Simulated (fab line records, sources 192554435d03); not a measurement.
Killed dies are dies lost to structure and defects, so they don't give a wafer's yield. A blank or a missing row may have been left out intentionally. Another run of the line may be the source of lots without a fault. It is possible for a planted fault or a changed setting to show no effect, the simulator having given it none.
Which tool was responsible? | flow n5-finfet | 29 wafers from 10 lots sampled at 5 of the route's 1938 steps

WHAT THE GAUGES READ, wafer by wafer
N5_BEOL_M4_RC_MEAS_101.
lot  | measured     | on        | VT_N_LVT (mV)
L851 | day 7 15:10  | prober-02 | 97 100 97
L852 | day 8 02:58  | prober-01 | 101 99 100
L855 | day 9 07:14  | prober-01 | 97 98 98
L858 | day 9 10:25  | prober-01 | 96 98 98
L859 | day 9 12:13  | prober-01 | 105 99 100
L860 | day 10 02:16 | prober-02 | 104 102 101
L867 | day 11 22:49 | prober-01 | 102 123
L869 | day 12 03:19 | prober-01 | 95 100 98
L870 | day 12 09:55 | prober-02 | 99 100 99
L872 | day 13 02:19 | prober-01 | 96 95 96

WHAT TOOL EACH LOT RAN ON (gives the tool, then ch and the chambers of the sampled wafers, and finally the start)
lot  | N5_HKMG_FIN_ALD_74              | N5_BEOL_M4_SPUTTER_79        | N5_BEOL_M4_SPUTTER_90        | N5_BEOL_M4_ANNEAL_93
L851 | ald-hk-03 ch 1,2, day 4 00:23   | pvd-sputter-01, day 7 12:32  | pvd-sputter-01, day 7 13:25  | pvd-sputter-01, day 7 13:43
L852 | ald-hk-02 ch 0,3, day 4 11:04   | pvd-sputter-03, day 8 00:18  | pvd-sputter-03, day 8 01:11  | pvd-sputter-03, day 8 01:29
L855 | ald-hk-02 ch 2,3, day 5 00:38   | pvd-sputter-01, day 9 04:25  | pvd-sputter-01, day 9 05:18  | pvd-sputter-01, day 9 05:36
L858 | ald-hk-02 ch 1,2,3, day 5 18:42 | pvd-sputter-01, day 9 07:11  | pvd-sputter-01, day 9 08:04  | pvd-sputter-01, day 9 08:22
L859 | ald-hk-02 ch 1,2,3, day 6 01:20 | pvd-sputter-02, day 9 09:24  | pvd-sputter-02, day 9 10:17  | pvd-sputter-02, day 9 10:35
L860 | ald-hk-02 ch 0,1,3, day 6 06:11 | pvd-sputter-03, day 9 21:56  | pvd-sputter-03, day 9 22:49  | pvd-sputter-03, day 9 23:07
L867 | ald-hk-02 ch 1,2, day 7 23:35   | pvd-sputter-03, day 11 19:52 | pvd-sputter-03, day 11 20:45 | pvd-sputter-03, day 11 21:03
L869 | ald-hk-01 ch 0,2,3, day 8 12:41 | pvd-sputter-02, day 12 00:39 | pvd-sputter-02, day 12 01:32 | pvd-sputter-02, day 12 01:50
L870 | ald-hk-01 ch 0,3, day 8 15:31   | pvd-sputter-03, day 12 06:58 | pvd-sputter-03, day 12 07:50 | pvd-sputter-03, day 12 08:08
L872 | ald-hk-03 ch 0,1,3, day 9 05:10 | pvd-sputter-01, day 12 23:38 | pvd-sputter-01, day 13 00:31 | pvd-sputter-01, day 13 00:49
- N5_HKMG_FIN_ALD_74: deposits La2O3, target thk 0.5 nm, pulse time 6 s, co reactant pulse time 1 s.
- N5_BEOL_M4_SPUTTER_79: material Cu, target thk 4.5 nm, time 8.29 s.
- N5_BEOL_M4_SPUTTER_90: material Cu, target thk 4.5 nm, time 8.29 s.
- N5_BEOL_M4_ANNEAL_93: time 240 s.

THE ANSWER, worked out from the rows above alone
Rule: usual is defined by the lots themselves. Put in order of their means at a reading, lots are off if they are a third of the lots or fewer, leave a main group of 4 or more, and stand apart from it by a gap of 3 or more times the standard deviation of the main group's means; of several such gaps the widest counts. Not used: any main group whose means are identical at the precision the tables above print for the reading. Also off: a lot with no number at a reading for which 4 or more lots have one. Where the step has rows for the other lots, those lots are counted as sound.
Off: L867, seen at N5_BEOL_M4_RC_MEAS_101 (VT_N_LVT). The main group: mean 99 mV, standard deviation 2.
A tool fits if, at a process step before that reading, it ran every lot that is off, and no sound lot after the first of them. Those tools and the gauges at N5_BEOL_M4_RC_MEAS_101 are tried in the same way. One fits: N5_HKMG_FIN_ALD_74 on ald-hk-02. A fault onset in the window from L860 (day 6 06:11, its last sound lot) to L867 (day 7 23:35, its first lot off) fits.

WHAT THE SIMULATOR PUT IN
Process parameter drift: ald-hk-02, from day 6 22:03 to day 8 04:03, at N5_HKMG_FIN_ALD_74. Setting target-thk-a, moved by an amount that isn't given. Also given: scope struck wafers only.
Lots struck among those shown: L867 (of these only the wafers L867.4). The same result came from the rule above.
